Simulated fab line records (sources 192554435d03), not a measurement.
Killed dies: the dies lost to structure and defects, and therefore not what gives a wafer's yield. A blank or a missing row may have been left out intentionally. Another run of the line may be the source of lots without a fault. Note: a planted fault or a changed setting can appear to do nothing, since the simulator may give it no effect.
fab line records	flow n5-finfet
record: lots: 7	wafers: 21	last-day: 17
route steps=1938 shown FIN_CUT@162
lots with no fault: from the same line, run without faults
start-h: the number of hours between the record's first day and the start of the first shown wafer of the lot	wait-h: how many hours have passed since the lot's step before this one	" identical to the entry in the row above	L1.1+2: several wafers, shown together as one row	- no value present, or no start provided	* or withheld: withheld	< > ~ a bound
route shown NAME@n: names a module that has steps shown in the file, with the first one's number in the route	usual: mean and standard deviation over wafers with no fault	same: alike in all rows	chamber/n: place in a boat	sites: per-site readings	_std_site: their standard deviation	_edge_site: the outer-site mean with the inner-site mean subtracted	radius-mm: how far each site lies from the wafer's centre	mask NAME#n: copy n	behind: tool/chamber where the wafer was last shaped	hold: why the lot went on hold/how many hours it stayed there/how the hold came to an end	device: names the non-switching transistor (n, p or np)	end of line: tests of these same wafers at the route's end	a step with no rows: only its recipe	killed: dies lost to structure and defects at the first sort, not the wafer's yield	map: shows each die of a wafer: x if killed, . if not, _ if none is there
set.NAME: the setting as run; set.NAME@STEP: as run at that earlier step	model.NAME: the simulator's own value behind a step, which no gauge read
lots at selected steps of the route; one table per step, one row per wafer
services: when a tool's chamber went out of use (start-h, in hours from the record's first day, below 0 if earlier), for how many hours, and the reason
== steps ==
step: N5_FIN_CUT_DEVELOP_07
recipe: develop-time-s: 30	developer: TMAH	resist: CAR-EUV	rinse-liquid: surfactant-rinse	dry: air-spin	dev-temp-c: 23
step: N5_FIN_CUT_CD_MEAS_08
recipe: target-cd-nm: 29.1	landing-energy-ev: 500	detector: se-inlens	polarity: opening
usual: cd-nm: 29.06/0.22
lot.wafer	tool	chamber	start-h	wait-h	cd-nm
L718.2	cd-sem-02	0	40.98	-	29.68
L718.4	"	0	"	"	29.02
L718.6	"	0	"	"	29.44
L726.1	cd-sem-01	0	87.04	-	29.13
L726.2	"	0	"	"	28.90
L726.3	"	0	"	"	28.89
L729.4	cd-sem-01	0	105.28	-	29.29
L729.5	"	0	"	"	29.20
L729.6	"	0	"	"	29.18
L730.2	cd-sem-01	0	113.53	-	29.08
L730.3	"	0	"	"	29.11
L730.6	"	0	"	"	28.88
L732.1	cd-sem-03	0	122.24	-	29.15
L732.2	"	0	"	"	29.18
L732.5	"	0	"	"	28.97
L734.4	cd-sem-02	0	134.20	-	29.11
L734.5	"	0	"	"	29.08
L734.6	"	0	"	"	28.72
L738.1	cd-sem-01	0	162.41	-	29.28
L738.2	"	0	"	"	29.11
L738.5	"	0	"	"	29.07
step: N5_FIN_CUT_OVL_MEAS_09
recipe: points-per-wafer: 522
usual: FIN_CUT_OVL: -0.1/0.78
same: points-per-wafer: 522
lot.wafer	tool	chamber	start-h	wait-h	FIN_CUT_OVL[nm]
L718.2	overlay-01	0	41.02	0.0	1.0
L718.4	"	0	"	"	0.5
L718.6	"	0	"	"	-0.3
L726.1	overlay-02	0	87.07	0.0	-1.6
L726.2	"	0	"	"	-0.8
L726.3	"	0	"	"	-1.0
L729.4	overlay-02	0	105.33	0.0	-0.2
L729.5	"	0	"	"	-0.5
L729.6	"	0	"	"	-0.4
L730.2	overlay-01	0	113.57	0.0	-0.2
L730.3	"	0	"	"	0.0
L730.6	"	0	"	"	-0.2
L732.1	overlay-02	0	122.27	0.0	-0.7
L732.2	"	0	"	"	-2.1
L732.5	"	0	"	"	-1.1
L734.4	overlay-01	0	134.24	0.0	0.6
L734.5	"	0	"	"	0.9
L734.6	"	0	"	"	-1.1
L738.1	overlay-01	0	162.44	0.0	0.3
L738.2	"	0	"	"	0.6
L738.5	"	0	"	"	-0.4
step: N5_FIN_CUT_INSPECT_10
recipe: mode: adi	inspect-instrument: brightfield
usual: raw-defect-count: 44/11
lot.wafer	tool	chamber	start-h	wait-h	raw-defect-count
L718.2	defect-inspect-02	-	41.07	0.0	33
L718.4	"	-	"	"	49
L718.6	"	-	"	"	22
L726.1	defect-inspect-02	-	87.13	0.1	30
L726.2	"	-	"	"	46
L726.3	"	-	"	"	38
L729.4	defect-inspect-01	-	105.37	0.0	36
L729.5	"	-	"	"	44
L729.6	"	-	"	"	40
L730.2	defect-inspect-02	-	113.62	0.0	55
L730.3	"	-	"	"	45
L730.6	"	-	"	"	50
L732.1	defect-inspect-01	-	122.33	0.1	48
L732.2	"	-	"	"	30
L732.5	"	-	"	"	33
L734.4	defect-inspect-01	-	134.28	0.0	37
L734.5	"	-	"	"	68
L734.6	"	-	"	"	49
L738.1	defect-inspect-02	-	162.50	0.1	59
L738.2	"	-	"	"	50
L738.5	"	-	"	"	42
step: N5_FIN_CUT_DESCUM_13
recipe: chemistry: O2	time-s: 7	source-power-w: 50	bias-power-w: 20	pressure-mtorr: 20	rf-frequency-hz: 2.712e+07	temp-c: 40	resist: CAR-EUV	o2-flow-sccm: 225
step: N5_FIN_CUT_ETCH_30
recipe: chemistry: N2/H2	target: underlayer	target-depth-a: 130	mask-material: CAR-EUV	time-s: 10.4	ion-energy-ev: 200	pressure-mtorr: 30	source-w: 840	bias-w: 150	n2-flow-sccm: 200	h2-flow-sccm: 200	ends: cleared
usual: drypump-motor-current-A: 5.8/0.44	etch-rf-on-time-s: 10.42/0.15	oes-product-au: 0.67/0.084	rf-vpp-V: 523.7/2.3	showerhead-plenum-p-Torr: 2.54/0.077	throttle-valve-pct: 17.78/0.19
lot.wafer	tool	chamber	start-h	wait-h	drypump-motor-current-A	etch-rf-on-time-s	oes-product-au	rf-hours-counter-h	rf-vpp-V	showerhead-plenum-p-Torr	throttle-valve-pct
L718.2	rie-diel-02	1	41.14	0.0	6.1	10.41	0.60	230	522.6	2.50	17.97
L718.4	"	0	"	"	5.9	10.37	0.63	175	523.2	2.53	17.85
L718.6	"	1	"	"	6.1	10.38	0.60	-	521.3	2.50	17.96
L726.1	rie-diel-06	3	87.20	0.0	5.9	10.09	0.79	19	523.2	2.49	17.51
L726.2	"	2	"	"	5.6	10.50	0.61	192	522.9	2.53	17.67
L726.3	"	1	"	"	6.6	10.35	0.79	26	528.2	2.70	17.80
L729.4	rie-diel-02	3	105.44	0.0	5.6	10.44	0.60	-	526.0	2.64	17.94
L729.5	"	0	"	"	5.9	10.48	0.62	-	523.1	2.52	17.88
L729.6	"	1	"	"	6.0	10.62	0.58	-	522.2	2.49	18.01
L730.2	rie-diel-02	1	113.69	0.0	6.0	10.41	0.59	253	523.5	2.49	18.01
L730.3	"	0	"	"	5.9	10.37	0.62	197	523.3	2.52	17.87
L730.6	"	1	"	"	6.0	10.50	0.59	-	523.8	2.49	18.01
L732.1	rie-diel-02	1	122.40	0.0	6.1	10.37	0.58	256	522.6	2.49	18.02
L732.2	"	0	"	"	5.9	10.45	0.61	200	523.5	2.52	17.90
L732.5	"	1	"	"	6.1	10.47	0.57	-	523.0	2.49	18.01
L734.4	rie-diel-01	0	134.72	0.0	5.8	10.55	0.64	135	526.7	2.66	18.11
L734.5	"	1	"	"	5.8	10.69	0.64	-	521.5	2.45	17.57
L734.6	"	2	"	"	5.0	10.15	0.72	-	521.2	2.48	17.64
L738.1	rie-diel-06	1	162.57	0.0	6.6	10.40	0.76	44	528.8	2.69	17.81
L738.2	"	3	"	"	5.9	10.26	0.74	46	520.9	2.48	17.57
L738.5	"	3	"	"	5.9	10.17	0.74	-	523.0	2.48	17.56
step: N5_FIN_CUT_ETCH_20
recipe: chemistry: CF4	target: SiARC	target-depth-a: 260	mask-material: CAR-EUV	time-s: 43.3	ion-energy-ev: 80	pressure-mtorr: 40	source-w: 545	bias-w: 36	Ar_flow_sccm: 100	cf4-flow-sccm: 100	ends: cleared
usual: drypump-motor-current-A: 5.8/0.44	etch-rf-on-time-s: 43.3/0.57	oes-product-au: 0.67/0.084	rf-vpp-V: 184.0/1.2	showerhead-plenum-p-Torr: 2.14/0.06	throttle-valve-pct: 15.52/0.22
lot.wafer	tool	chamber	start-h	wait-h	drypump-motor-current-A	etch-rf-on-time-s	oes-product-au	rf-hours-counter-h	rf-vpp-V	showerhead-plenum-p-Torr	throttle-valve-pct
L718.2	rie-diel-02	1	41.16	0.0	6.0	43.5	0.59	230	184.9	2.11	15.84
L718.4	"	0	"	"	5.9	43.0	0.64	175	183.9	2.13	15.64
L718.6	"	1	"	"	6.0	43.1	0.60	-	183.3	2.11	15.86
L726.1	rie-diel-06	3	87.22	0.0	5.9	42.2	0.78	19	184.2	2.10	15.25
L726.2	"	2	"	"	5.7	43.8	0.61	192	183.9	2.12	15.38
L726.3	"	1	"	"	6.6	43.6	0.78	26	186.2	2.26	15.47
L729.4	rie-diel-02	3	105.47	0.0	5.6	43.4	0.61	-	184.7	2.21	15.61
L729.5	"	0	"	"	5.9	43.6	0.62	-	183.7	2.13	15.67
L729.6	"	1	"	"	6.1	43.5	0.58	-	182.7	2.11	15.87
L730.2	rie-diel-02	1	113.71	0.0	6.0	43.2	0.58	253	183.4	2.11	15.89
L730.3	"	0	"	"	5.9	42.8	0.62	197	185.3	2.12	15.68
L730.6	"	1	"	"	6.0	43.0	0.59	-	182.9	2.11	15.91
L732.1	rie-diel-02	1	122.42	0.0	6.0	43.3	0.58	256	184.3	2.11	15.91
L732.2	"	0	"	"	5.9	43.4	0.62	200	182.3	2.12	15.68
L732.5	"	1	"	"	6.1	43.3	0.58	-	183.4	2.11	15.89
L734.4	rie-diel-01	0	134.74	0.0	5.7	44.0	0.64	135	184.3	2.24	15.76
L734.5	"	1	"	"	5.8	43.8	0.65	-	183.5	2.06	15.31
L734.6	"	2	"	"	5.0	42.5	0.71	-	183.1	2.09	15.32
L738.1	rie-diel-06	1	162.59	0.0	6.6	43.3	0.76	44	184.9	2.26	15.54
L738.2	"	3	"	"	5.9	42.7	0.74	46	182.4	2.09	15.28
L738.5	"	3	"	"	5.9	42.7	0.75	-	184.3	2.09	15.29
step: N5_FIN_CUT_ETCH_21
recipe: chemistry: N2/H2	target: SOC	target-depth-a: 2190	overetch-a: 438	mask-material: SiARC	temp-c: 40	ion-energy-ev: 100	bias-w: 61	time-s: 523.5	pressure-mtorr: 30	source-w: 850	n2-flow-sccm: 200	h2-flow-sccm: 200
usual: drypump-motor-current-A: 5.8/0.44	oes-product-au: 0.73/0.087	rf-vpp-V: 240.8/1.2	showerhead-plenum-p-Torr: 2.54/0.077	throttle-valve-pct: 17.73/0.19
lot.wafer	tool	chamber	start-h	wait-h	drypump-motor-current-A	oes-product-au	rf-hours-counter-h	rf-vpp-V	showerhead-plenum-p-Torr	throttle-valve-pct
L718.2	rie-diel-02	1	41.20	0.0	6.0	0.65	230	241.4	2.50	17.92
L718.4	"	0	"	"	5.9	0.69	175	239.9	2.53	17.79
L718.6	"	1	"	"	6.0	0.65	-	240.3	2.50	17.93
L726.1	rie-diel-06	3	87.26	0.0	5.9	0.84	19	241.8	2.49	17.46
L726.2	"	2	"	"	5.6	0.66	192	240.5	2.53	17.63
L726.3	"	1	"	"	6.6	0.85	26	243.4	2.70	17.73
L729.4	rie-diel-02	3	105.64	0.2	5.6	0.66	-	242.1	2.64	17.89
L729.5	"	0	"	"	6.0	0.67	-	240.7	2.52	17.81
L729.6	"	1	"	"	6.1	0.64	-	240.3	2.49	17.97
L730.2	rie-diel-02	1	113.75	0.0	6.1	0.63	253	240.4	2.49	17.98
L730.3	"	0	"	"	6.0	0.67	197	240.5	2.52	17.81
L730.6	"	1	"	"	6.1	0.63	-	241.6	2.49	17.98
L732.1	rie-diel-02	1	122.46	0.0	6.1	0.63	256	241.4	2.49	17.98
L732.2	"	0	"	"	6.0	0.67	200	240.7	2.52	17.83
L732.5	"	1	"	"	6.1	0.63	-	241.1	2.49	17.98
L734.4	rie-diel-01	0	134.77	0.0	5.8	0.70	135	242.5	2.66	18.05
L734.5	"	1	"	"	5.8	0.70	-	239.9	2.45	17.51
L734.6	"	2	"	"	4.9	0.77	-	239.1	2.48	17.60
L738.1	rie-diel-06	1	162.63	0.0	6.6	0.82	44	241.7	2.69	17.79
L738.2	"	3	"	"	5.9	0.79	46	239.7	2.48	17.52
L738.5	"	3	"	"	5.9	0.78	-	240.3	2.48	17.52
step: N5_FIN_CUT_STRIP_23
recipe: chemistry: N2/H2	temp-c: 40	n2-flow-sccm: 200	h2-flow-sccm: 200	rf-frequency-hz: 6e+07
step: N5_FIN_CUT_STRIP_31
recipe: chemistry: N2/H2	temp-c: 40	n2-flow-sccm: 200	h2-flow-sccm: 200	rf-frequency-hz: 6e+07
step: N5_FIN_CUT_STRIP_24
recipe: chemistry: CF4	resist: SiARC	power-w: 300	bias-power-w: 75	pressure-mtorr: 50	cf4-flow-sccm: 150	rf-frequency-hz: 6e+07
step: N5_FIN_CUT_CUT_ETCH_26
recipe: chemistry: CH3F/O2	target: SiNx	target-depth-a: 390	mask-material: SOC	time-s: 55.7	pressure-mtorr: 30	source-w: 395	bias-w: 73	Ar_flow_sccm: 150	CH3F_flow_sccm: 30	O2_flow_sccm: 20	ion-energy-ev: 120
usual: drypump-motor-current-A: 5.8/0.44	oes-product-au: 0.79/0.1	rf-vpp-V: 297/3.5	showerhead-plenum-p-Torr: 2.00/0.06	throttle-valve-pct: 16.28/0.22
lot.wafer	tool	chamber	start-h	wait-h	drypump-motor-current-A	oes-product-au	rf-hours-counter-h	rf-vpp-V	showerhead-plenum-p-Torr	throttle-valve-pct
L718.2	rie-diel-02	1	41.54	0.0	6.0	0.70	230	295	1.98	16.63
L718.4	"	0	"	"	5.9	0.75	175	294	1.99	16.40
L718.6	"	1	"	"	6.0	0.70	-	294	1.98	16.63
L726.1	rie-diel-06	3	87.60	0.0	5.9	0.91	19	296	1.96	16.03
L726.2	"	2	"	"	5.7	0.71	192	298	1.98	16.15
L726.3	"	1	"	"	6.6	0.92	26	306	2.13	16.25
L729.4	rie-diel-02	3	105.86	0.0	5.6	0.71	-	298	2.07	16.36
L729.5	"	0	"	"	5.9	0.73	-	294	1.99	16.43
L729.6	"	1	"	"	6.1	0.68	-	295	1.97	16.66
L730.2	rie-diel-02	1	114.09	0.0	6.1	0.68	253	294	1.97	16.67
L730.3	"	0	"	"	5.9	0.73	197	294	1.99	16.45
L730.6	"	1	"	"	6.0	0.68	-	293	1.97	16.68
L732.1	rie-diel-02	1	122.80	0.0	6.0	0.68	256	294	1.97	16.66
L732.2	"	0	"	"	6.0	0.71	200	294	1.99	16.44
L732.5	"	1	"	"	6.0	0.67	-	293	1.97	16.69
L734.4	rie-diel-01	0	135.12	0.0	5.8	0.75	136	303	2.10	16.51
L734.5	"	1	"	"	5.8	0.75	-	291	1.92	16.04
L734.6	"	2	"	"	4.9	0.83	-	297	1.95	16.08
L738.1	rie-diel-06	1	162.97	0.0	6.6	0.89	44	305	2.12	16.30
L738.2	"	3	"	"	5.9	0.86	46	297	1.95	16.07
L738.5	"	3	"	"	5.9	0.87	-	296	1.95	16.06
step: N5_FIN_CUT_CUT_ETCH_27
recipe: chemistry: CHF3/O2	target: SiO2	target-depth-a: 40	mask-material: SOC	overetch-a: 20	time-s: 4.9	pressure-mtorr: 30	source-w: 650	bias-w: 170	Ar_flow_sccm: 200	CHF3_flow_sccm: 50	O2_flow_sccm: 5	ion-energy-ev: 200
usual: CHF3_flow_sccm: 50.00/0.15	drypump-motor-current-A: 5.8/0.44	oes-product-au: 0.62/0.075	rf-vpp-V: 523/6.1	showerhead-plenum-p-Torr: 2.41/0.07	throttle-valve-pct: 18.74/0.21
lot.wafer	tool	chamber	start-h	wait-h	CHF3_flow_sccm	drypump-motor-current-A	oes-product-au	rf-hours-counter-h	rf-vpp-V	showerhead-plenum-p-Torr	throttle-valve-pct	model.SOC_of_FIN_CUT_COAT_18.thk-nm
L718.2	rie-diel-02	1	41.59	0.0	50.11	6.1	0.56	230	518	2.39	19.08	208.2
L718.4	"	0	"	"	49.93	5.9	0.59	175	521	2.41	18.85	207.8
L718.6	"	1	"	"	50.19	6.1	0.56	-	518	2.39	19.07	208.2
L726.1	rie-diel-06	3	87.65	0.0	50.19	5.9	0.72	19	521	2.36	18.50	207
L726.2	"	2	"	"	49.97	5.7	0.58	192	524	2.39	18.60	208.6
L726.3	"	1	"	"	50.06	6.6	0.72	26	537	2.55	18.74	208.4
L729.4	rie-diel-02	3	105.91	0.0	50.03	5.6	0.57	-	525	2.49	18.80	207.8
L729.5	"	0	"	"	49.98	6.0	0.58	-	519	2.40	18.88	208.6
L729.6	"	1	"	"	49.91	6.0	0.55	-	516	2.38	19.10	207
L730.2	rie-diel-02	1	114.14	0.0	50.18	6.0	0.54	253	518	2.38	19.12	207
L730.3	"	0	"	"	50.09	5.9	0.57	197	519	2.40	18.90	208.6
L730.6	"	1	"	"	50.10	6.1	0.54	-	518	2.38	19.11	206.6
L732.1	rie-diel-02	1	122.85	0.0	50.04	6.0	0.54	256	519	2.38	19.13	207.2
L732.2	"	0	"	"	50.02	5.9	0.58	200	520	2.40	18.90	207
L732.5	"	1	"	"	50.00	6.0	0.54	-	518	2.38	19.13	208.2
L734.4	rie-diel-01	0	135.16	0.0	50.34	5.7	0.60	136	533	2.52	18.98	208.6
L734.5	"	1	"	"	50.32	5.8	0.60	-	514	2.31	18.47	208.6
L734.6	"	2	"	"	50.03	4.9	0.66	-	522	2.35	18.54	207.6
L738.1	rie-diel-06	1	163.02	0.0	49.85	6.6	0.70	44	537	2.55	18.80	208
L738.2	"	3	"	"	50.14	5.9	0.67	46	521	2.35	18.55	207.8
L738.5	"	3	"	"	50.00	5.9	0.68	-	519	2.35	18.54	207.2
step: N5_FIN_CUT_PRECLEAN_35
recipe: time-s: 13.3	temp-c: 45	pressure-torr: 125	p-hf-torr: 3	p-coreactant-torr: 25	chemistry: vHF
step: N5_FIN_CUT_CUT_ETCH_15
recipe: chemistry: HBr/Cl2/O2	target: Si	target-depth-a: 1000	bt-time-s: 10	mask-material: SOC	time-s: 42.4	ion-energy-ev: *	bias-w: *	pressure-mtorr: 10	icp-w: 800	HBr_flow_sccm: 150	Cl2_flow_sccm: 80	O2_flow_sccm: 12
step: N5_FIN_CUT_CUT_ETCH_28
recipe: chemistry: HBr/Cl2/O2	target: Si	target-depth-a: 60	mask-material: SOC	time-s: 2.4	ion-energy-ev: *	bias-w: *	pressure-mtorr: 10	icp-w: 800	HBr_flow_sccm: 150	Cl2_flow_sccm: 80	O2_flow_sccm: 12
usual: drypump-motor-current-A: 5.9/0.4	oes-product-au: 0.998/0.011	throttle-valve-pct: 37.30/0.21
lot.wafer	tool	chamber	start-h	wait-h	drypump-motor-current-A	oes-product-au	rf-hours-counter-h	throttle-valve-pct	model.SOC_of_FIN_CUT_COAT_18.thk-nm
L718.2	rie-si-05	2	41.81	0.0	6.1	1.007	193	37.27	169.2
L718.4	"	1	"	"	6.3	0.989	137	37.38	168.8
L718.6	"	3	"	"	6.1	1.013	-	37.48	169.4
L726.1	rie-si-03	2	87.85	0.0	5.8	1.002	35	37.63	167.8
L726.2	"	1	"	"	5.4	0.983	4	37.30	169.8
L726.3	"	3	"	"	5.8	1.013	157	36.99	169.8
L729.4	rie-si-05	3	106.08	0.0	6.1	1.002	124	37.47	168.8
L729.5	"	0	"	"	6.0	0.993	-	37.36	169.6
L729.6	"	1	"	"	6.3	0.983	-	37.39	168.2
L730.2	rie-si-05	0	114.34	0.0	6.0	0.987	46	37.34	167.6
L730.3	"	2	"	"	6.1	0.995	194	37.28	169.6
L730.6	"	1	"	"	6.3	0.983	-	37.38	167.4
L732.1	rie-si-05	2	123.05	0.0	6.1	0.999	194	37.28	168.4
L732.2	"	1	"	"	6.3	0.995	139	37.39	168
L732.5	"	0	"	"	6.0	0.997	-	37.36	169.4
L734.4	rie-si-05	3	135.37	0.0	6.1	1.018	124	37.47	169.8
L734.5	"	1	"	"	6.3	0.987	-	37.37	169.8
L734.6	"	0	"	"	6.0	0.990	-	37.37	168.4
L738.1	rie-si-03	3	163.22	0.0	5.8	1.000	159	36.98	168.6
L738.2	"	1	"	"	5.4	0.988	5	37.30	168.4
L738.5	"	3	"	"	5.8	1.006	-	37.00	168
step: N5_FIN_CUT_STRIP_22
recipe: chemistry: N2/H2	power-w: 500	temp-c: 40	pressure-mtorr: 50	rf-frequency-hz: 6e+07	overash-fraction: 0.3	bias-power-w: 8	h2-frac: 0.5	n2-flow-sccm: 300	h2-flow-sccm: 300
usual: drypump-motor-current-A: 5.8/0.47	oes-product-au: 0.78/0.092	rf-vpp-V: 54.1/2.5	showerhead-plenum-p-Torr: 3.36/0.1	throttle-valve-pct: 18.89/0.25
lot.wafer	tool	chamber	start-h	wait-h	drypump-motor-current-A	oes-product-au	rf-hours-counter-h	rf-vpp-V	showerhead-plenum-p-Torr	throttle-valve-pct
L718.2	rie-diel-01	1	41.87	0.0	5.7	0.79	107	55.8	3.25	18.57
L718.4	"	0	"	"	5.8	0.78	106	57.2	3.52	19.48
L718.6	"	2	"	"	5.0	0.89	-	56.4	3.30	18.81
L726.1	rie-diel-02	1	87.92	0.0	6.1	0.70	245	56.5	3.30	18.89
L726.2	"	3	"	"	5.5	0.72	175	57.3	3.49	19.21
L726.3	"	2	"	"	6.0	0.71	248	56.3	3.30	19.10
L729.4	rie-diel-06	0	106.15	0.0	5.8	0.66	252	54.3	3.30	18.76
L729.5	"	1	"	"	6.6	0.91	-	56.5	3.55	18.97
L729.6	"	2	"	"	5.6	0.72	-	56.3	3.34	18.75
L730.2	rie-diel-02	3	114.41	0.0	5.5	0.72	184	53.2	3.48	19.23
L730.3	"	1	"	"	6.0	0.67	253	52.1	3.30	18.89
L730.6	"	3	"	"	5.6	0.70	-	49.9	3.48	19.20
L732.1	rie-diel-02	1	123.11	0.0	6.1	0.69	256	57.6	3.29	18.89
L732.2	"	0	"	"	6.0	0.73	200	51.9	3.33	18.83
L732.5	"	0	"	"	6.0	0.72	-	50.5	3.33	18.85
L734.4	rie-diel-01	3	135.44	0.0	4.7	0.84	78	52.4	3.27	18.66
L734.5	"	2	"	"	5.0	0.85	-	50.9	3.28	18.88
L734.6	"	1	"	"	5.8	0.76	-	54.1	3.24	18.58
L738.1	rie-diel-02	2	163.29	0.0	6.0	0.97	9	50.6	3.29	18.70
L738.2	"	3	"	"	5.6	0.70	202	54.4	3.47	19.26
L738.5	"	2	"	"	6.0	1.00	-	57.8	3.29	18.72
== services ==
tool	chamber	start-h	hours	kind
rie-diel-01	-	40.32	0.4	repair
rie-diel-01	3	89.53	8.7	repair
rie-diel-01	3	103.31	18.9	repair
rie-diel-02	2	105.26	7.6	repair
rie-diel-02	2	112.90	-	clean
rie-diel-02	2	112.90	-	consumable-replace:focus-ring
rie-diel-02	2	112.90	18.0	scheduled-down
rie-diel-02	2	112.90	18.0	vent-cycle
rie-diel-06	0	115.84	5.3	repair
rie-diel-06	0	121.19	-	clean
rie-diel-06	0	121.19	-	consumable-replace:focus-ring
rie-diel-06	0	121.19	21.9	scheduled-down
rie-diel-06	0	121.19	21.9	vent-cycle
rie-diel-06	1	128.14	16.7	repair
rie-diel-02	1	131.21	-	clean
rie-diel-02	1	131.21	-	consumable-replace:focus-ring
rie-diel-02	2	132.32	6.3	repair
rie-diel-06	2	142.69	23.3	repair
rie-si-05	2	144.24	-	clean
rie-si-05	2	144.24	-	consumable-replace:esc
rie-si-05	2	144.24	19.6	scheduled-down
rie-si-05	2	144.24	19.6	vent-cycle
rie-si-03	2	145.46	1.2	repair
== key ==
first-sign none at tools or gauges
model-effect: step: N5_FIN_CUT_CUT_ETCH_27	value: SOC_of_FIN_CUT_COAT_18.thk-nm	without: 208.5	struck: 207
model-effect: step: N5_FIN_CUT_CUT_ETCH_28	value: SOC_of_FIN_CUT_COAT_18.thk-nm	without: 169.4	struck: 167.9
met-at N5_FIN_CUT_CUT_ETCH_27
struck-wafers L729.6,L730.2,L730.6,L732.1,L732.2
tester-left-out L729,L730,L732
onset-between 41.59 105.91
fault: kind: process-parameter-drift	tool: rie-diel-02	chamber: -	onset-h: 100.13	steps: N5_FIN_CUT_CUT_ETCH_27	channel: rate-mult	offset: 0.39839	shape: step	end-h: 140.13	scope: struck-wafers-only
tester-left-out: of these lots the tester's yield and bins aren't shown, on N5 and GAA mostly nor the transistor test; their killed dies are dies lost to structure and defects alone, not to doping, threshold or leakage, so they don't give the yield
